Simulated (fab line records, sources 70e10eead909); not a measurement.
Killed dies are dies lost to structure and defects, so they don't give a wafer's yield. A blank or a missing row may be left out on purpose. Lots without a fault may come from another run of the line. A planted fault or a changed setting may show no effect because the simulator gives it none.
Chamber matching | flow nand_harc | NHARC_A_M1_DESCUM_14 on rie_diel-11: 4 sister chambers
The step chemistry O2, time 3 s. 14 wafers are shown with their chamber, then 7 later ones without.

WAFERS WITH THEIR CHAMBER
wafer  | chamber | showerhead_plenum_p_Torr (Torr) | drypump_motor_current_A (A) | rf_vpp_V (V)
L074.1 | 3       | 1.81                            | 6.1                         | 56.9
L074.2 | 1       | 1.91                            | 5.0                         | 56.2
L074.4 | 0       | 1.83                            | 5.1                         | 57.9
L078.1 | 2       | 1.93                            | 5.9                         | 57.7
L078.2 | 3       | 1.80                            | 6.1                         | 58.2
L078.6 | 0       | 1.83                            | 5.1                         | 59.0
L079.1 | 3       | 1.80                            | 6.1                         | 56.1
L079.2 | 1       | 1.91                            | 5.0                         | 56.2
L079.3 | 2       | 1.93                            | 5.9                         | 59.9
L079.4 | 0       | 1.83                            | 5.1                         | 57.2
L079.5 | 3       | 1.80                            | 6.1                         | 57.0
L079.6 | 0       | 1.83                            | 5.1                         | 57.5
L082.3 | 1       | 1.91                            | 4.9                         | 58.4
L082.4 | 0       | 1.83                            | 5.1                         | 57.5

SIGNATURES (means of the wafers above)
reading                  | chamber 0 | chamber 1 | chamber 2 | chamber 3 | scatter within a chamber
showerhead_plenum_p_Torr | 1.8300    | 1.9100    | 1.9300    | 1.8025    | 0.00274
drypump_motor_current_A  | 5.100     | 4.967     | 5.900     | 6.100     | 0.0258
rf_vpp_V                 | 57.820    | 56.933    | 58.800    | 57.050    | 0.994
Rule: a wafer's distance from a chamber is the root of the sum, over the readings, of the square of ((its reading less the chamber's mean) divided by the reading's scatter). The wafer belongs to the nearest chamber; if the next one is less than 2 further off, it can't be placed. The scatter: the root of (the sum of the squares of (reading less its chamber's mean) over the shown wafers, divided by (wafers less chambers)).

WAFERS WITHOUT THEIR CHAMBER
wafer  | showerhead_plenum_p_Torr (Torr) | drypump_motor_current_A (A) | rf_vpp_V (V)
L082.5 | 1.91                            | 4.9                         | 57.9
L094.1 | 1.80                            | 6.1                         | 56.9
L094.4 | 1.92                            | 6.0                         | 58.4
L094.5 | 1.83                            | 5.1                         | 58.7
L095.2 | 1.90                            | 5.0                         | 58.5
L095.4 | 1.90                            | 5.0                         | 57.3
L095.5 | 1.92                            | 5.9                         | 59.2

WHICH CHAMBER EACH WENT THROUGH
wafer  | from the rows above | in truth
L082.5 | 1                   | 1
L094.1 | 3                   | 3
L094.4 | 2                   | 2
L094.5 | 0                   | 0
L095.2 | 1                   | 1
L095.4 | 1                   | 1
L095.5 | 2                   | 2
Placed correctly: 7 of 7. Can't be placed from these rows: 0. Placed wrongly: 0.
